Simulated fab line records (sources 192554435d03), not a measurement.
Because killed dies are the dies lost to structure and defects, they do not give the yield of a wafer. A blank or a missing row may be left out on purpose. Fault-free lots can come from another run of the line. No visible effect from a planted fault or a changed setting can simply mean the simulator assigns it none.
Matching of chambers + flow n5Finfet + 4 sister chambers for N5_HKMG_FIN_ETCH_35 on rieDiel-02
The step etches SOC in N2/H2, target depth 215.8 nm, time 243.4 s. 16 wafers are shown with their chamber, then 8 later ones without.

## WAFERS PAIRED WITH THEIR CHAMBERS
| wafer  | chamber | drypumpMotorCurrentA (A) | throttleValvePct (%) | showerheadPlenumPTorr (Torr) |
|--------|---------|--------------------------|----------------------|------------------------------|
| L076.1 | 2       | 5.2                      | 17.54                | 2.66                         |
| L076.5 | 0       | 6.3                      | 17.74                | 2.56                         |
| L076.6 | 3       | 5.7                      | 17.64                | 2.48                         |
| L079.1 | 0       | 6.4                      | 17.76                | 2.56                         |
| L079.2 | 3       | 5.7                      | 17.66                | 2.47                         |
| L079.3 | 1       | 5.5                      | 18.25                | 2.53                         |
| L081.1 | 3       | 5.7                      | 17.66                | 2.47                         |
| L081.2 | 0       | 6.4                      | 17.75                | 2.56                         |
| L081.4 | 2       | 5.2                      | 17.55                | 2.65                         |
| L085.3 | 2       | 5.2                      | 17.57                | 2.65                         |
| L085.5 | 0       | 6.3                      | 17.76                | 2.55                         |
| L085.6 | 1       | 5.5                      | 18.28                | 2.53                         |
| L086.1 | 0       | 6.3                      | 17.78                | 2.55                         |
| L086.2 | 2       | 5.2                      | 17.57                | 2.65                         |
| L086.4 | 0       | 6.3                      | 17.78                | 2.55                         |
| L087.4 | 1       | 5.5                      | 18.28                | 2.53                         |

SIGNATURES (means of the wafers above)
| reading               | chamber 0 | chamber 1 | chamber 2 | chamber 3 | scatter within a chamber |
|-----------------------|-----------|-----------|-----------|-----------|--------------------------|
| drypumpMotorCurrentA  | 6.333     | 5.500     | 5.200     | 5.700     | 0.0333                   |
| throttleValvePct      | 17.7617   | 18.2700   | 17.5575   | 17.6533   | 0.0153                   |
| showerheadPlenumPTorr | 2.5550    | 2.5300    | 2.6525    | 2.4733    | 0.00493                  |
Rule: a wafer lies at a distance from a chamber equal to the root of the sum of squares, over the readings, of (its reading less the chamber's mean, divided by the reading's scatter). The wafer belongs to the nearest chamber; if the next one is less than 2 further off, it can't be placed. The scatter: take each reading less its chamber's mean, square it, sum over the shown wafers, divide by the number of wafers less the number of chambers, and take the root.

## WAFERS MISSING THEIR CHAMBER
| wafer  | drypumpMotorCurrentA (A) | throttleValvePct (%) | showerheadPlenumPTorr (Torr) |
|--------|--------------------------|----------------------|------------------------------|
| L087.5 | 6.4                      | 17.76                | 2.55                         |
| L087.6 | 5.2                      | 17.58                | 2.65                         |
| L088.1 | 5.3                      | 17.56                | 2.65                         |
| L088.2 | 6.3                      | 17.80                | 2.55                         |
| L088.4 | 5.7                      | 17.28                | 2.47                         |
| L095.1 | 5.2                      | 17.58                | 2.64                         |
| L095.5 | 5.2                      | 17.59                | 2.64                         |
| L095.6 | 5.7                      | 17.33                | 2.46                         |

## WHICH CHAMBER EACH WENT THROUGH
| wafer  | from the rows above | in truth |
|--------|---------------------|----------|
| L087.5 | 0                   | 0        |
| L087.6 | 2                   | 2        |
| L088.1 | 2                   | 2        |
| L088.2 | 0                   | 0        |
| L088.4 | 3                   | 3        |
| L095.1 | 2                   | 2        |
| L095.5 | 2                   | 2        |
| L095.6 | 3                   | 3        |
Correctly placed: 8 of 8. Can't be placed from these rows: 0. 0 placed wrongly.
